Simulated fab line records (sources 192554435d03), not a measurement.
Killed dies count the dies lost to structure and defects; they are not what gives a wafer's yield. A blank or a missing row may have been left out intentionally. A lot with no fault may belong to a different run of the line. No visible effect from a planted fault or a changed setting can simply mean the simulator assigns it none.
fab line records | flow n5_finfet
[record] lots = 24 | wafers = 72 | last_day = 17
route steps=1938 shown BEOL_M1@810 BEOL_M2@843
lots untouched by any fault: they come from a run of this same line in which no faults occurred
start_h: hours from the record's opening day to when the first of the lot's shown wafers began | wait_h: how many hours have passed since the lot's step before this one | " as in the row above | L1.1+2: a single row standing in for several wafers | - no value present, or no start provided | * or withheld: withheld | < > ~ a bound
route shown NAME@n: NAME is a module with steps in the file, n the number in the route of the first one | usual: mean/standard deviation taken from wafers without a fault | same: alike in all rows | chamber/n: place in a boat | sites: each site's reading | _std_site: standard deviation of those values | _edge_site: outer sites' mean less inner sites' | radius_mm: for every site, how far away it sits from the centre of the wafer | mask NAME#n: copy n | behind: the most recent tool/chamber to have shaped the wafer | hold: what put the lot on hold/how long, in hours/how the hold closed | device: the n, p or np transistor that did not switch | end of line: tests of these same wafers at the route's end | a step given without rows: its recipe and nothing more | killed: dies that structure and defects cost at the first sort, which is not the same as the wafer's yield | map: a wafer's dies, x killed, . not, _ none there
set.NAME: setting as actually run; set.NAME@STEP: the setting as run at that earlier step | model.NAME: the simulator's own value behind a step, which no gauge read
the route's steps for a sample of lots (tables are steps, rows are wafers)
services: a tool's chamber out of use, with start hour (start_h, from the record's first day; less than 0 if before it), hours out, and reason
[[steps]]
[step N5_BEOL_M1_PRE_CLEAN_45]
[recipe] gas = H2/He | time_s = 30 | temp_c = 250
[usual] heater_power_w = 356/49
lot.wafer | tool           | chamber | start_h | wait_h | heater_power_w
L074.2    | pvd_sputter-02 | -       | 121.70  | 0.0    | 416
L074.3    | "              | -       | "       | "      | 317
L074.5    | "              | -       | "       | "      | 413
L075.1    | pvd_sputter-03 | -       | 139.32  | 0.0    | 318
L075.3    | "              | -       | "       | "      | 402
L075.5    | "              | -       | "       | "      | 302
L076.1    | pvd_sputter-03 | -       | 142.32  | 0.0    | 359
L076.4    | "              | -       | "       | "      | 311
L076.6    | "              | -       | "       | "      | 321
L077.2    | pvd_sputter-02 | -       | 142.55  | 0.0    | 316
L077.5    | "              | -       | "       | "      | 409
L077.6    | "              | -       | "       | "      | 327
L078.1    | pvd_sputter-03 | -       | 142.75  | 0.0    | 314
L078.2    | "              | -       | "       | "      | 359
L078.4    | "              | -       | "       | "      | 397
L079.1    | pvd_sputter-01 | -       | 148.85  | 0.0    | 431
L079.2    | "              | -       | "       | "      | 339
L079.5    | "              | -       | "       | "      | 434
L081.2    | pvd_sputter-01 | -       | 164.44  | 0.0    | 329
L081.4    | "              | -       | "       | "      | 330
L081.5    | "              | -       | "       | "      | 326
L080.2    | pvd_sputter-03 | -       | 167.83  | 0.0    | 399
L080.3    | "              | -       | "       | "      | 304
L080.4    | "              | -       | "       | "      | 335
L082.1    | pvd_sputter-02 | -       | 171.10  | 0.0    | 322
L082.3    | "              | -       | "       | "      | 331
L082.6    | "              | -       | "       | "      | 315
L083.1    | pvd_sputter-01 | -       | 182.21  | 0.0    | 344
L083.2    | "              | -       | "       | "      | 257
L083.3    | "              | -       | "       | "      | 323
L084.2    | pvd_sputter-02 | -       | 186.62  | 0.0    | 399
L084.5    | "              | -       | "       | "      | 411
L084.6    | "              | -       | "       | "      | 411
L085.1    | pvd_sputter-02 | -       | 194.47  | 0.0    | 325
L085.4    | "              | -       | "       | "      | 330
L085.5    | "              | -       | "       | "      | 327
L086.2    | pvd_sputter-02 | -       | 201.70  | 0.0    | 422
L086.4    | "              | -       | "       | "      | 323
L086.6    | "              | -       | "       | "      | 404
L087.1    | pvd_sputter-02 | -       | 212.75  | 0.0    | 410
L087.3    | "              | -       | "       | "      | 312
L087.5    | "              | -       | "       | "      | 321
L088.1    | pvd_sputter-03 | -       | 217.73  | 0.0    | 326
L088.2    | "              | -       | "       | "      | 358
L088.4    | "              | -       | "       | "      | 404
L089.2    | pvd_sputter-02 | -       | 220.26  | 0.0    | 322
L089.3    | "              | -       | "       | "      | 418
L089.5    | "              | -       | "       | "      | 412
L090.2    | pvd_sputter-01 | -       | 225.40  | 0.0    | 342
L090.3    | "              | -       | "       | "      | 264
L090.4    | "              | -       | "       | "      | 324
L091.3    | pvd_sputter-02 | -       | 232.59  | 0.0    | 329
L091.4    | "              | -       | "       | "      | 406
L091.6    | "              | -       | "       | "      | 331
L092.1    | pvd_sputter-01 | -       | 235.09  | 0.0    | 258
L092.2    | "              | -       | "       | "      | 333
L092.5    | "              | -       | "       | "      | 434
L093.4    | pvd_sputter-02 | -       | 239.84  | 0.0    | 325
L093.5    | "              | -       | "       | "      | 324
L093.6    | "              | -       | "       | "      | 395
L094.2    | pvd_sputter-02 | -       | 246.86  | 0.0    | 418
L094.3    | "              | -       | "       | "      | 322
L094.4    | "              | -       | "       | "      | 406
L095.1    | pvd_sputter-03 | -       | 250.04  | 0.0    | 306
L095.4    | "              | -       | "       | "      | 359
L095.5    | "              | -       | "       | "      | 311
L096.1    | pvd_sputter-02 | -       | 260.41  | 0.0    | 408
L096.2    | "              | -       | "       | "      | 315
L096.6    | "              | -       | "       | "      | 327
L097.1    | pvd_sputter-01 | -       | 263.59  | 0.0    | 431
L097.3    | "              | -       | "       | "      | 339
L097.5    | "              | -       | "       | "      | 441
[step N5_BEOL_M1_SPUTTER_92]
[recipe] material = Cu | target_thk_a = 45 | temp_c = -20 | chamber_pressure_pa = 0.07 | power_w = withheld | time_s = 8.29
[usual] throttle_valve_pct = 30.5/0.85
lot.wafer | tool           | chamber | start_h | wait_h | throttle_valve_pct
L074.2    | pvd_sputter-03 | -       | 124.87  | 0.1    | 29.7
L074.3    | "              | -       | "       | "      | 31.5
L074.5    | "              | -       | "       | "      | 31.4
L075.1    | pvd_sputter-01 | -       | 141.40  | 0.1    | 30.2
L075.3    | "              | -       | "       | "      | 30.4
L075.5    | "              | -       | "       | "      | 31.2
L076.1    | pvd_sputter-03 | -       | 144.15  | 0.1    | 29.8
L076.4    | "              | -       | "       | "      | 29.7
L076.6    | "              | -       | "       | "      | 29.7
L077.2    | pvd_sputter-01 | -       | 144.41  | 0.1    | 30.2
L077.5    | "              | -       | "       | "      | 30.7
L077.6    | "              | -       | "       | "      | 31.3
L078.1    | pvd_sputter-02 | -       | 144.61  | 0.1    | 29.9
L078.2    | "              | -       | "       | "      | 31.3
L078.4    | "              | -       | "       | "      | 30.6
L079.1    | pvd_sputter-03 | -       | 151.14  | 0.1    | 29.8
L079.2    | "              | -       | "       | "      | 29.8
L079.5    | "              | -       | "       | "      | 29.5
L081.2    | pvd_sputter-02 | -       | 166.42  | 0.1    | 31.4
L081.4    | "              | -       | "       | "      | 31.6
L081.5    | "              | -       | "       | "      | 29.7
L080.2    | pvd_sputter-02 | -       | 170.02  | 0.1    | 31.5
L080.3    | "              | -       | "       | "      | 29.7
L080.4    | "              | -       | "       | "      | 29.4
L082.1    | pvd_sputter-02 | -       | 175.55  | 0.1    | 30.0
L082.3    | "              | -       | "       | "      | 31.4
L082.6    | "              | -       | "       | "      | 29.3
L083.1    | pvd_sputter-03 | -       | 184.05  | 0.1    | 29.9
L083.2    | "              | -       | "       | "      | 29.9
L083.3    | "              | -       | "       | "      | 29.4
L084.2    | pvd_sputter-01 | -       | 188.60  | 0.1    | 30.2
L084.5    | "              | -       | "       | "      | 30.4
L084.6    | "              | -       | "       | "      | 32.0
L085.1    | pvd_sputter-02 | -       | 196.39  | 0.1    | 29.5
L085.4    | "              | -       | "       | "      | 31.4
L085.5    | "              | -       | "       | "      | 29.7
L086.2    | pvd_sputter-01 | -       | 203.71  | 0.1    | 32.0
L086.4    | "              | -       | "       | "      | 30.5
L086.6    | "              | -       | "       | "      | 30.4
L087.1    | pvd_sputter-03 | -       | 216.55  | 0.1    | 29.7
L087.3    | "              | -       | "       | "      | 29.6
L087.5    | "              | -       | "       | "      | 29.6
L088.1    | pvd_sputter-03 | -       | 219.59  | 0.1    | 29.5
L088.2    | "              | -       | "       | "      | 29.6
L088.4    | "              | -       | "       | "      | 29.6
L089.2    | pvd_sputter-01 | -       | 223.73  | 0.1    | 31.3
L089.3    | "              | -       | "       | "      | 30.5
L089.5    | "              | -       | "       | "      | 30.2
L090.2    | pvd_sputter-01 | -       | 227.26  | 0.1    | 31.4
L090.3    | "              | -       | "       | "      | 31.9
L090.4    | "              | -       | "       | "      | 30.0
L091.3    | pvd_sputter-01 | -       | 234.53  | 0.1    | 30.4
L091.4    | "              | -       | "       | "      | 31.7
L091.6    | "              | -       | "       | "      | 31.7
L092.1    | pvd_sputter-03 | -       | 236.92  | 0.1    | 29.7
L092.2    | "              | -       | "       | "      | 29.7
L092.5    | "              | -       | "       | "      | 31.5
L093.4    | pvd_sputter-02 | -       | 241.84  | 0.1    | 29.4
L093.5    | "              | -       | "       | "      | 30.8
L093.6    | "              | -       | "       | "      | 29.5
L094.2    | pvd_sputter-02 | -       | 248.92  | 0.1    | 29.6
L094.3    | "              | -       | "       | "      | 29.5
L094.4    | "              | -       | "       | "      | 31.5
L095.1    | pvd_sputter-02 | -       | 251.90  | 0.1    | 30.4
L095.4    | "              | -       | "       | "      | 31.6
L095.5    | "              | -       | "       | "      | 31.5
L096.1    | pvd_sputter-02 | -       | 264.05  | 0.1    | 29.5
L096.2    | "              | -       | "       | "      | 30.6
L096.6    | "              | -       | "       | "      | 30.5
L097.1    | pvd_sputter-01 | -       | 265.53  | 0.1    | 31.9
L097.3    | "              | -       | "       | "      | 31.2
L097.5    | "              | -       | "       | "      | 32.1
[step N5_BEOL_M1_SPUTTER_96]
[recipe] material = Cu | target_thk_a = 45 | temp_c = -20 | chamber_pressure_pa = 0.07 | power_w = withheld | time_s = 8.29
[usual] throttle_valve_pct = 30.5/0.85
lot.wafer | tool           | chamber | start_h | wait_h | throttle_valve_pct
L074.2    | pvd_sputter-03 | -       | 125.31  | 0.1    | 29.8
L074.3    | "              | -       | "       | "      | 31.3
L074.5    | "              | -       | "       | "      | 31.3
L075.1    | pvd_sputter-01 | -       | 141.84  | 0.1    | 30.4
L075.3    | "              | -       | "       | "      | 30.4
L075.5    | "              | -       | "       | "      | 31.5
L076.1    | pvd_sputter-03 | -       | 144.59  | 0.1    | 29.8
L076.4    | "              | -       | "       | "      | 29.5
L076.6    | "              | -       | "       | "      | 30.0
L077.2    | pvd_sputter-01 | -       | 144.85  | 0.1    | 30.4
L077.5    | "              | -       | "       | "      | 30.6
L077.6    | "              | -       | "       | "      | 31.5
L078.1    | pvd_sputter-02 | -       | 145.05  | 0.1    | 29.8
L078.2    | "              | -       | "       | "      | 31.7
L078.4    | "              | -       | "       | "      | 30.8
L079.1    | pvd_sputter-03 | -       | 151.58  | 0.1    | 29.4
L079.2    | "              | -       | "       | "      | 29.8
L079.5    | "              | -       | "       | "      | 29.3
L081.2    | pvd_sputter-02 | -       | 166.86  | 0.1    | 31.5
L081.4    | "              | -       | "       | "      | 31.2
L081.5    | "              | -       | "       | "      | 29.9
L080.2    | pvd_sputter-02 | -       | 170.46  | 0.1    | 31.5
L080.3    | "              | -       | "       | "      | 29.8
L080.4    | "              | -       | "       | "      | 29.6
L082.1    | pvd_sputter-02 | -       | 175.99  | 0.1    | 29.9
L082.3    | "              | -       | "       | "      | 31.4
L082.6    | "              | -       | "       | "      | 29.2
L083.1    | pvd_sputter-03 | -       | 184.49  | 0.1    | 29.7
L083.2    | "              | -       | "       | "      | 29.9
L083.3    | "              | -       | "       | "      | 29.5
L084.2    | pvd_sputter-01 | -       | 189.04  | 0.1    | 30.2
L084.5    | "              | -       | "       | "      | 30.4
L084.6    | "              | -       | "       | "      | 32.0
L085.1    | pvd_sputter-02 | -       | 196.83  | 0.1    | 29.3
L085.4    | "              | -       | "       | "      | 31.5
L085.5    | "              | -       | "       | "      | 29.7
L086.2    | pvd_sputter-01 | -       | 204.15  | 0.1    | 32.0
L086.4    | "              | -       | "       | "      | 30.4
L086.6    | "              | -       | "       | "      | 30.3
L087.1    | pvd_sputter-03 | -       | 216.99  | 0.1    | 29.8
L087.3    | "              | -       | "       | "      | 29.6
L087.5    | "              | -       | "       | "      | 29.7
L088.1    | pvd_sputter-03 | -       | 220.03  | 0.1    | 30.0
L088.2    | "              | -       | "       | "      | 29.9
L088.4    | "              | -       | "       | "      | 29.4
L089.2    | pvd_sputter-01 | -       | 224.17  | 0.1    | 31.3
L089.3    | "              | -       | "       | "      | 30.6
L089.5    | "              | -       | "       | "      | 30.4
L090.2    | pvd_sputter-01 | -       | 227.70  | 0.1    | 31.4
L090.3    | "              | -       | "       | "      | 31.8
L090.4    | "              | -       | "       | "      | 30.1
L091.3    | pvd_sputter-01 | -       | 234.97  | 0.1    | 30.5
L091.4    | "              | -       | "       | "      | 31.9
L091.6    | "              | -       | "       | "      | 31.3
L092.1    | pvd_sputter-03 | -       | 237.36  | 0.1    | 29.9
L092.2    | "              | -       | "       | "      | 29.7
L092.5    | "              | -       | "       | "      | 31.4
L093.4    | pvd_sputter-02 | -       | 242.28  | 0.1    | 29.4
L093.5    | "              | -       | "       | "      | 30.5
L093.6    | "              | -       | "       | "      | 29.8
L094.2    | pvd_sputter-02 | -       | 249.36  | 0.1    | 29.6
L094.3    | "              | -       | "       | "      | 29.7
L094.4    | "              | -       | "       | "      | 31.6
L095.1    | pvd_sputter-02 | -       | 252.34  | 0.1    | 30.7
L095.4    | "              | -       | "       | "      | 31.4
L095.5    | "              | -       | "       | "      | 31.6
L096.1    | pvd_sputter-02 | -       | 264.49  | 0.1    | 29.5
L096.2    | "              | -       | "       | "      | 30.8
L096.6    | "              | -       | "       | "      | 30.8
L097.1    | pvd_sputter-01 | -       | 265.97  | 0.1    | 32.1
L097.3    | "              | -       | "       | "      | 31.5
L097.5    | "              | -       | "       | "      | 31.8
[step N5_BEOL_M2_PECVD_72]
[recipe] material = SiO2 | target_thk_a = 160 | temp_c = 400 | precursor = TEOS/O2 | pressure_torr = 5.5 | rf_w = 450 | teos_flow_sccm = 53.8 | gas = O2 | flow_sccm = 3000 | time_s = 18
[usual] heater_power_w = 694/76 | showerhead_plenum_p_Torr = 8.80/0.055 | throttle_valve_pct = 22.8/1.5
lot.wafer | tool     | chamber | start_h | wait_h | heater_power_w | showerhead_plenum_p_Torr | throttle_valve_pct
L074.2    | pecvd-02 | 1       | 126.86  | 0.0    | 559            | 8.88                     | 21.9
L074.3    | "        | 0       | "       | "      | 830            | 8.77                     | 23.1
L074.5    | "        | 1       | "       | "      | 543            | 8.89                     | 22.1
L075.1    | pecvd-01 | 2       | 143.23  | 0.0    | 687            | 8.82                     | 21.9
L075.3    | "        | 0       | "       | "      | 715            | 8.74                     | 24.0
L075.5    | "        | 2       | "       | "      | 706            | 8.81                     | 22.0
L076.1    | pecvd-01 | 2       | 145.81  | 0.0    | 820            | 8.82                     | 22.0
L076.4    | "        | 1       | "       | "      | 707            | 8.82                     | 26.4
L076.6    | "        | 2       | "       | "      | 780            | 8.85                     | 22.0
L077.2    | pecvd-03 | 0       | 146.07  | 0.0    | 683            | 8.72                     | 22.9
L077.5    | "        | 0       | "       | "      | 682            | 8.74                     | 23.1
L077.6    | "        | 1       | "       | "      | 734            | 8.83                     | 22.0
L078.1    | pecvd-03 | 2       | 146.27  | 0.0    | 637            | 8.82                     | 21.6
L078.2    | "        | 0       | "       | "      | 675            | 8.71                     | 22.9
L078.4    | "        | 0       | "       | "      | 702            | 8.73                     | 22.8
L079.1    | pecvd-01 | 1       | 153.36  | 0.0    | 784            | 8.81                     | 26.1
L079.2    | "        | 0       | "       | "      | 622            | 8.72                     | 23.9
L079.5    | "        | 1       | "       | "      | 813            | 8.82                     | 26.0
L081.2    | pecvd-03 | 2       | 168.08  | 0.0    | 704            | 8.81                     | 21.6
L081.4    | "        | 0       | "       | "      | 638            | 8.74                     | 23.3
L081.5    | "        | 2       | "       | "      | 698            | 8.81                     | 21.5
L080.2    | pecvd-01 | 1       | 171.73  | 0.0    | 808            | 8.83                     | 26.2
L080.3    | "        | 0       | "       | "      | 636            | 8.72                     | 23.9
L080.4    | "        | 1       | "       | "      | 804            | 8.81                     | 26.2
L082.1    | pecvd-02 | 2       | 177.24  | 0.0    | 646            | 8.73                     | 20.5
L082.3    | "        | 1       | "       | "      | 608            | 8.89                     | 22.1
L082.6    | "        | 2       | "       | "      | 623            | 8.75                     | 20.1
L083.1    | pecvd-01 | 0       | 185.83  | 0.0    | 730            | 8.75                     | 24.2
L083.2    | "        | 2       | "       | "      | 728            | 8.85                     | 22.0
L083.3    | "        | 1       | "       | "      | 819            | 8.82                     | 26.2
L084.2    | pecvd-03 | 0       | 190.27  | 0.0    | 601            | 8.74                     | 22.8
L084.5    | "        | 2       | "       | "      | 694            | 8.80                     | 21.9
L084.6    | "        | 1       | "       | "      | 728            | 8.84                     | 22.2
L085.1    | pecvd-03 | 1       | 198.06  | 0.0    | 724            | 8.86                     | 21.8
L085.4    | "        | 0       | "       | "      | 644            | 8.74                     | 22.9
L085.5    | "        | 1       | "       | "      | 738            | 8.84                     | 22.2
L086.2    | pecvd-03 | 0       | 205.48  | 0.0    | 697            | 8.74                     | 23.0
L086.4    | "        | 2       | "       | "      | 661            | 8.84                     | 21.9
L086.6    | "        | 0       | "       | "      | 678            | 8.75                     | 22.8
L087.1    | pecvd-02 | 0       | 218.22  | 0.0    | 807            | 8.73                     | 23.3
L087.3    | "        | 1       | "       | "      | 593            | 8.87                     | 21.9
L087.5    | "        | 1       | "       | "      | 573            | 8.89                     | 22.0
L088.1    | pecvd-01 | 2       | 221.49  | 0.0    | 649            | 8.81                     | 21.9
L088.2    | "        | 1       | "       | "      | 821            | 8.81                     | 26.5
L088.4    | "        | 2       | "       | "      | 656            | 8.81                     | 22.1
L089.2    | pecvd-03 | 2       | 225.41  | 0.0    | 720            | 8.82                     | 22.0
L089.3    | "        | 1       | "       | "      | 746            | 8.85                     | 22.1
L089.5    | "        | 0       | "       | "      | 703            | 8.72                     | 22.7
L090.2    | pecvd-03 | 2       | 228.93  | 0.0    | 666            | 8.84                     | 22.0
L090.3    | "        | 0       | "       | "      | 678            | 8.74                     | 23.0
L090.4    | "        | 0       | "       | "      | 684            | 8.72                     | 23.0
L091.3    | pecvd-03 | 2       | 236.46  | 0.0    | 701            | 8.81                     | 22.0
L091.4    | "        | 1       | "       | "      | 751            | 8.81                     | 22.0
L091.6    | "        | 0       | "       | "      | 707            | 8.76                     | 23.0
L092.1    | pecvd-03 | 0       | 238.71  | 0.0    | 590            | 8.76                     | 23.0
L092.2    | "        | 1       | "       | "      | 692            | 8.85                     | 22.1
L092.5    | "        | 0       | "       | "      | 600            | 8.72                     | 22.5
L093.4    | pecvd-01 | 2       | 243.51  | 0.1    | 777            | 8.83                     | 22.2
L093.5    | "        | 1       | "       | "      | 849            | 8.81                     | 26.3
L093.6    | "        | 0       | "       | "      | 712            | 8.72                     | 23.7
L094.2    | pecvd-02 | 1       | 250.66  | 0.0    | 525            | 8.88                     | 21.8
L094.3    | "        | 0       | "       | "      | 784            | 8.73                     | 23.6
L094.4    | "        | 0       | "       | "      | 743            | 8.75                     | 23.7
L095.1    | pecvd-03 | 2       | 253.61  | 0.0    | 637            | 8.80                     | 22.1
L095.4    | "        | 2       | "       | "      | 622            | 8.82                     | 22.1
L095.5    | "        | 1       | "       | "      | 625            | 8.84                     | 22.2
L096.1    | pecvd-02 | 0       | 265.76  | 0.0    | 817            | 8.78                     | 23.7
L096.2    | "        | 2       | "       | "      | 591            | 8.76                     | 20.4
L096.6    | "        | 1       | "       | "      | 621            | 8.90                     | 21.8
L097.1    | pecvd-03 | 2       | 267.19  | 0.0    | 632            | 8.83                     | 22.1
L097.3    | "        | 0       | "       | "      | 662            | 8.76                     | 23.0
L097.5    | "        | 2       | "       | "      | 640            | 8.83                     | 22.1
[step N5_BEOL_M2_SURFACE_TREAT_85]
[recipe] gas = Ar | time_s = * | ion_energy_ev = * | ion_current_ma_cm2 = 0.5 | pressure_mtorr = * | ar_flow_sccm = 30
[usual] throttle_valve_pct = *
lot.wafer | tool           | chamber | start_h | wait_h | throttle_valve_pct
L074.2    | pvd_sputter-02 | -       | 139.65  | 0.2    | *
L074.3    | "              | -       | "       | "      | *
L074.5    | "              | -       | "       | "      | *
L075.1    | pvd_sputter-02 | -       | 152.12  | 0.1    | *
L075.3    | "              | -       | "       | "      | *
L075.5    | "              | -       | "       | "      | *
L076.1    | pvd_sputter-02 | -       | 152.26  | 0.1    | *
L076.4    | "              | -       | "       | "      | *
L076.6    | "              | -       | "       | "      | *
L077.2    | pvd_sputter-02 | -       | 152.33  | 0.1    | *
L077.5    | "              | -       | "       | "      | *
L077.6    | "              | -       | "       | "      | *
L078.1    | pvd_sputter-03 | -       | 152.46  | 0.1    | *
L078.2    | "              | -       | "       | "      | *
L078.4    | "              | -       | "       | "      | *
L079.1    | pvd_sputter-02 | -       | 161.76  | 0.1    | *
L079.2    | "              | -       | "       | "      | *
L079.5    | "              | -       | "       | "      | *
L081.2    | pvd_sputter-01 | -       | 174.57  | 0.2    | *
L081.4    | "              | -       | "       | "      | *
L081.5    | "              | -       | "       | "      | *
L080.2    | pvd_sputter-01 | -       | 176.65  | 0.2    | *
L080.3    | "              | -       | "       | "      | *
L080.4    | "              | -       | "       | "      | *
L082.1    | pvd_sputter-03 | -       | 182.69  | 0.2    | *
L082.3    | "              | -       | "       | "      | *
L082.6    | "              | -       | "       | "      | *
L083.1    | pvd_sputter-01 | -       | 198.74  | 0.1    | *
L083.2    | "              | -       | "       | "      | *
L083.3    | "              | -       | "       | "      | *
L084.2    | pvd_sputter-03 | -       | 199.10  | 0.1    | *
L084.5    | "              | -       | "       | "      | *
L084.6    | "              | -       | "       | "      | *
L085.1    | pvd_sputter-01 | -       | 201.83  | 0.1    | *
L085.4    | "              | -       | "       | "      | *
L085.5    | "              | -       | "       | "      | *
L086.2    | pvd_sputter-01 | -       | 212.96  | 0.1    | *
L086.4    | "              | -       | "       | "      | *
L086.6    | "              | -       | "       | "      | *
L087.1    | pvd_sputter-03 | -       | 224.58  | 0.3    | *
L087.3    | "              | -       | "       | "      | *
L087.5    | "              | -       | "       | "      | *
L088.1    | pvd_sputter-03 | -       | 227.20  | 0.4    | *
L088.2    | "              | -       | "       | "      | *
L088.4    | "              | -       | "       | "      | *
L089.2    | pvd_sputter-02 | -       | 230.07  | 0.2    | *
L089.3    | "              | -       | "       | "      | *
L089.5    | "              | -       | "       | "      | *
L090.2    | pvd_sputter-03 | -       | 235.36  | 0.1    | *
L090.3    | "              | -       | "       | "      | *
L090.4    | "              | -       | "       | "      | *
L091.3    | pvd_sputter-02 | -       | 244.08  | 0.5    | *
L091.4    | "              | -       | "       | "      | *
L091.6    | "              | -       | "       | "      | *
L092.1    | pvd_sputter-03 | -       | 245.44  | 1.0    | *
L092.2    | "              | -       | "       | "      | *
L092.5    | "              | -       | "       | "      | *
L093.4    | pvd_sputter-01 | -       | 247.75  | 0.2    | *
L093.5    | "              | -       | "       | "      | *
L093.6    | "              | -       | "       | "      | *
L094.2    | pvd_sputter-02 | -       | 256.65  | 0.4    | *
L094.3    | "              | -       | "       | "      | *
L094.4    | "              | -       | "       | "      | *
L095.1    | pvd_sputter-03 | -       | 260.14  | 0.1    | *
L095.4    | "              | -       | "       | "      | *
L095.5    | "              | -       | "       | "      | *
L096.1    | pvd_sputter-01 | -       | 270.56  | 0.2    | *
L096.2    | "              | -       | "       | "      | *
L096.6    | "              | -       | "       | "      | *
L097.1    | pvd_sputter-02 | -       | 274.15  | 0.2    | *
L097.3    | "              | -       | "       | "      | *
L097.5    | "              | -       | "       | "      | *
[step N5_BEOL_M2_SPUTTER_79]
[recipe] material = Cu | target_thk_a = 45 | temp_c = -20 | chamber_pressure_pa = 0.07 | power_w = withheld | time_s = 8.29
[usual] throttle_valve_pct = 30.4/0.87
lot.wafer | tool           | chamber | start_h | wait_h | throttle_valve_pct
L074.2    | pvd_sputter-02 | -       | 140.16  | 0.1    | 31.7
L074.3    | "              | -       | "       | "      | 29.6
L074.5    | "              | -       | "       | "      | 30.5
L075.1    | pvd_sputter-02 | -       | 152.64  | 0.1    | 29.8
L075.3    | "              | -       | "       | "      | 31.5
L075.5    | "              | -       | "       | "      | 31.7
L076.1    | pvd_sputter-03 | -       | 152.85  | 0.1    | 29.6
L076.4    | "              | -       | "       | "      | 29.9
L076.6    | "              | -       | "       | "      | 29.9
L077.2    | pvd_sputter-01 | -       | 152.97  | 0.1    | 31.1
L077.5    | "              | -       | "       | "      | 30.2
L077.6    | "              | -       | "       | "      | 31.3
L078.1    | pvd_sputter-02 | -       | 154.56  | 0.1    | 29.8
L078.2    | "              | -       | "       | "      | 31.4
L078.4    | "              | -       | "       | "      | 29.9
L079.1    | pvd_sputter-02 | -       | 162.28  | 0.1    | 29.3
L079.2    | "              | -       | "       | "      | 29.6
L079.5    | "              | -       | "       | "      | 29.9
L081.2    | pvd_sputter-01 | -       | 175.03  | 0.1    | 30.5
L081.4    | "              | -       | "       | "      | 30.3
L081.5    | "              | -       | "       | "      | 29.9
L080.2    | pvd_sputter-02 | -       | 177.16  | 0.1    | 29.6
L080.3    | "              | -       | "       | "      | 31.5
L080.4    | "              | -       | "       | "      | 30.6
L082.1    | pvd_sputter-01 | -       | 184.73  | 0.1    | 32.0
L082.3    | "              | -       | "       | "      | 30.2
L082.6    | "              | -       | "       | "      | 30.3
L083.1    | pvd_sputter-02 | -       | 199.25  | 0.1    | 29.6
L083.2    | "              | -       | "       | "      | 29.8
L083.3    | "              | -       | "       | "      | 30.5
L084.2    | pvd_sputter-03 | -       | 199.55  | 0.1    | 31.5
L084.5    | "              | -       | "       | "      | 29.4
L084.6    | "              | -       | "       | "      | 31.2
L085.1    | pvd_sputter-03 | -       | 202.31  | 0.1    | 29.5
L085.4    | "              | -       | "       | "      | 29.7
L085.5    | "              | -       | "       | "      | 29.5
L086.2    | pvd_sputter-03 | -       | 213.61  | 0.1    | 31.4
L086.4    | "              | -       | "       | "      | 29.7
L086.6    | "              | -       | "       | "      | 29.7
L087.1    | pvd_sputter-02 | -       | 225.10  | 0.1    | 29.6
L087.3    | "              | -       | "       | "      | 31.6
L087.5    | "              | -       | "       | "      | 30.5
L088.1    | pvd_sputter-03 | -       | 227.74  | 0.1    | 29.6
L088.2    | "              | -       | "       | "      | 29.4
L088.4    | "              | -       | "       | "      | 31.3
L089.2    | pvd_sputter-02 | -       | 230.83  | 0.1    | 30.5
L089.3    | "              | -       | "       | "      | 31.6
L089.5    | "              | -       | "       | "      | 29.7
L090.2    | pvd_sputter-01 | -       | 235.80  | 0.1    | 30.3
L090.3    | "              | -       | "       | "      | 30.1
L090.4    | "              | -       | "       | "      | 31.5
L091.3    | pvd_sputter-01 | -       | 244.89  | 0.1    | 31.4
L091.4    | "              | -       | "       | "      | 30.2
L091.6    | "              | -       | "       | "      | 31.9
L092.1    | pvd_sputter-03 | -       | 245.90  | 0.1    | 29.6
L092.2    | "              | -       | "       | "      | 31.3
L092.5    | "              | -       | "       | "      | 29.8
L093.4    | pvd_sputter-01 | -       | 248.37  | 0.1    | 30.2
L093.5    | "              | -       | "       | "      | 32.1
L093.6    | "              | -       | "       | "      | 30.3
L094.2    | pvd_sputter-03 | -       | 257.74  | 0.1    | 29.5
L094.3    | "              | -       | "       | "      | 29.8
L094.4    | "              | -       | "       | "      | 29.8
L095.1    | pvd_sputter-02 | -       | 260.75  | 0.1    | 29.6
L095.4    | "              | -       | "       | "      | 29.9
L095.5    | "              | -       | "       | "      | 29.2
L096.1    | pvd_sputter-03 | -       | 271.12  | 0.1    | 31.2
L096.2    | "              | -       | "       | "      | 29.7
L096.6    | "              | -       | "       | "      | 29.6
L097.1    | pvd_sputter-03 | -       | 274.68  | 0.1    | 31.4
L097.3    | "              | -       | "       | "      | 29.7
L097.5    | "              | -       | "       | "      | 29.9
[[services]]
tool           | chamber | start_h | hours | kind
pecvd-01       | 0       | 103.81  | 5.3   | repair
pecvd-01       | 2       | 119.08  | 2.1   | scheduled_down
pvd_sputter-03 | -       | 121.68  | 0.6   | repair
pvd_sputter-02 | -       | 124.42  | 3.5   | repair
pecvd-02       | -       | 136.08  | 14.6  | pm
pecvd-03       | -       | 141.25  | 0.5   | repair
pecvd-02       | 0       | 153.68  | 4.6   | repair
pecvd-03       | 0       | 160.72  | 5.5   | scheduled_down
pecvd-02       | 1       | 192.94  | 5.5   | scheduled_down
pecvd-01       | 1       | 224.34  | 2.1   | scheduled_down
pecvd-03       | 2       | 237.15  | 4.5   | repair
pecvd-01       | 0       | 271.13  | 58.4  | repair
pecvd-02       | 0       | 272.02  | 2.1   | scheduled_down
[[key]]
fault none
